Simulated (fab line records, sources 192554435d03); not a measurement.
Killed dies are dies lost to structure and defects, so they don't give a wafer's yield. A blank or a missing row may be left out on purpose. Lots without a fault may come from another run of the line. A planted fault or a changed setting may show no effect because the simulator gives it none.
Chamber matching | flow n5_finfet | N5_BEOL_M9_CMP_52 on cmp-04: 4 sister chambers
The step polishes, stops on SiCOH lowk, t overpolish 7 s, target thk 140 nm. 14 wafers are shown with their chamber, then 7 later ones without.

WAFERS WITH THEIR CHAMBER
wafer  | chamber | motor_current_A (A) | time_to_endpoint_s (s) | platen_rpm (rpm)
L935.1 | 1       | 5.0                 | 63.5                   | 50.03
L935.2 | 2       | 7.0                 | 59.5                   | 49.94
L935.4 | 0       | 5.5                 | 67.3                   | 49.95
L934.1 | 2       | 7.2                 | 61.4                   | 50.04
L934.2 | 0       | 5.6                 | 71.4                   | 50.01
L934.4 | 3       | 5.6                 | 64.9                   | 49.99
L937.1 | 0       | 5.8                 | 64.2                   | 50.04
L937.2 | 1       | 5.1                 | 66.5                   | 50.02
L937.3 | 2       | 7.0                 | 62.2                   | 49.96
L939.2 | 2       | 7.0                 | 63.3                   | 50.01
L939.5 | 1       | 5.1                 | 64.3                   | 50.07
L939.6 | 0       | 5.6                 | 65.0                   | 50.00
L947.1 | 1       | 4.9                 | 65.1                   | 50.03
L947.3 | 3       | 5.6                 | 64.1                   | 50.04

SIGNATURES (means of the wafers above)
reading            | chamber 0 | chamber 1 | chamber 2 | chamber 3 | scatter within a chamber
motor_current_A    | 5.625     | 5.025     | 7.050     | 5.600     | 0.102
time_to_endpoint_s | 66.975    | 64.850    | 61.600    | 64.500    | 2.1
platen_rpm         | 50.0000   | 50.0375   | 49.9875   | 50.0150   | 0.0363
Rule: a wafer's distance from a chamber is the root of the sum, over the readings, of the square of ((its reading less the chamber's mean) divided by the reading's scatter). The wafer belongs to the nearest chamber; if the next one is less than 2 further off, it can't be placed. The scatter: the root of (the sum of the squares of (reading less its chamber's mean) over the shown wafers, divided by (wafers less chambers)).

WAFERS WITHOUT THEIR CHAMBER
wafer  | motor_current_A (A) | time_to_endpoint_s (s) | platen_rpm (rpm)
L947.4 | 6.9                 | 63.4                   | 49.99
L946.3 | 5.7                 | 65.8                   | 50.00
L946.5 | 5.0                 | 65.5                   | 49.96
L946.6 | 6.7                 | 65.1                   | 49.95
L955.2 | 4.9                 | 62.5                   | 49.97
L955.4 | 7.2                 | 62.1                   | 50.01
L955.6 | 6.6                 | 62.5                   | 50.02

WHICH CHAMBER EACH WENT THROUGH
wafer  | from the rows above     | in truth
L947.4 | 2                       | 2
L946.3 | can't be placed: 0 or 3 | 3
L946.5 | 1                       | 1
L946.6 | 2                       | 2
L955.2 | 1                       | 1
L955.4 | 2                       | 2
L955.6 | 2                       | 2
Placed correctly: 6 of 7. Can't be placed from these rows: 1 (the true chamber is among the candidates in 1). Placed wrongly: 0.
